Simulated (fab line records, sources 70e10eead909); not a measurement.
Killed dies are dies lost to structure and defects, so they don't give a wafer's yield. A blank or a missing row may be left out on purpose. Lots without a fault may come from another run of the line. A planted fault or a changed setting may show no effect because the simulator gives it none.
Problem report in the 8D (eight disciplines) form, filled by code | flow nand_harc | the parts of the form that need people (team, actions taken, sign-off) are left out

1. THE PROBLEM
cd_nm at NHARC_A_M0_CD_MEAS_09 reads a mean of 69.1 nm on 3 wafers of 1 lot; wafers without a fault read 80.0 nm with a standard deviation of 0.63. That is -17 standard deviations from the usual mean.
The step: target cd 80 nm.
First seen on wafer L917.1, day 30 00:32, on cd_sem-03. The record holds 39 wafers of 13 lots with a number at this step. Rule for "out", or "out of limits": more than 4 standard deviations from the usual mean. The other wafers with a number count as sound.

2. WHAT IT IS AND WHAT IT IS NOT
question                    | is                     | is not
which readings at this step | cd_nm                  | -
which lots                  | L917                   | L901, L902, L903, L904, L905, L906, L907, L908, L909, L912, L921, L924
which wafers of those lots  | all that have a number | -
read on which gauges        | cd_sem-03              | cd_sem-01, cd_sem-02
when                        | from day 30 00:32      | up to then (30 sound wafers); but 6 sound wafers of L921, L924 came after

3. SUSPECTS, AND WHAT RULES EACH OUT
Counting: a tool at a process step up to the reading stays a suspect if it ran every lot that is out and no sound lot after the first of them.
- the gauge at NHARC_A_M0_CD_MEAS_09: ruled out. All the wafers that are out were read on cd_sem-03, but those of them that NHARC_A_M0_EXPOSE_06 has rows for are out there too, on other tools.
- cvd_w-01 at NHARC_A_CONTACT_CVD_19 (deposits W, target thk 300 nm, time 802 s): ruled out as a lasting fault. Sound lots L924 ran on it after its first lot that is out, L917 (day 29 21:43). NHARC_A_CONTACT_CVD_19 gives no start for some lots, so the hours and the order of its lots are those of NHARC_A_BLC_STRIP_29.
- rie_diel-10 at NHARC_A_BLC_ETCH_17 (etches the open film in N2/H2, target depth 390 nm, time 609.38 s): ruled out as a lasting fault. Sound lots L921 ran on it after its first lot that is out, L917 (day 29 21:43). NHARC_A_BLC_ETCH_17 gives no start for some lots, so the hours and the order of its lots are those of NHARC_A_BLC_STRIP_29.
- rie_diel-12 at NHARC_A_BLC_STRIP_29 (strips in CF4): ruled out as a lasting fault. Sound lots L921 ran on it after its first lot that is out, L917 (day 29 21:43).
- arfi_scanner-02 at NHARC_A_M0_EXPOSE_06 (exposes mask A M0, target cd 80 nm): kept. It ran the lot that is out, L917 (day 30 00:23), and no sound lot after that; its last sound lot up to then is L907 (day 25 22:58). Its own readings are out on those wafers: exposure_dose_mJ_cm2.
Left after counting: arfi_scanner-02 at NHARC_A_M0_EXPOSE_06.

4. THE CAUSE (what the simulator had put in)
Process parameter drift: arfi_scanner-02, from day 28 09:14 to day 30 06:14, at NHARC_A_M0_EXPOSE_06. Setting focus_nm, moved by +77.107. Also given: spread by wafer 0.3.
Counting left only this tool.

5. THE CHAIN OF EFFECTS, in route order
Each row: a reading whose mean over the struck wafers that have a number lies more than 3 standard deviations from the usual. Only readings for which the record gives a usual standard deviation are gone through. hours: the time from each lot's start at the first step in this table that gives one to its start at this step, as a median over the lots. sigmas: the change in usual standard deviations.
hours | step                  | reading              | usual   | on struck wafers | change | sigmas
0     | NHARC_A_M0_EXPOSE_06  | exposure_dose_mJ_cm2 | 83.14   | 85.91            | +2.77  | +33
0     | NHARC_A_M0_CD_MEAS_09 | cd_nm                | 80.0 nm | 69.1             | -10.9  | -17
1     | NHARC_A_M0_CD_MEAS_16 | cd_nm                | 80.0 nm | 69.6             | -10.4  | -11
The process steps in it:
- NHARC_A_M0_EXPOSE_06: exposes mask A M0, target cd 80 nm.

6. WHAT WOULD HAVE CAUGHT IT SOONER
In this record the first reading out of limits at a measuring or inspecting step was taken at day 30 00:32, 39 hours after the fault began at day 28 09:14.
The tool's own readings at NHARC_A_M0_EXPOSE_06 were out on every struck wafer that the step has a row for (exposure_dose_mJ_cm2): an alarm limit on them would have fired on the first of those.
All the lots that are out (1) had begun NHARC_A_M0_EXPOSE_06 on arfi_scanner-02 by day 30 00:32. A hold on the tool at that time would have spared none of them.
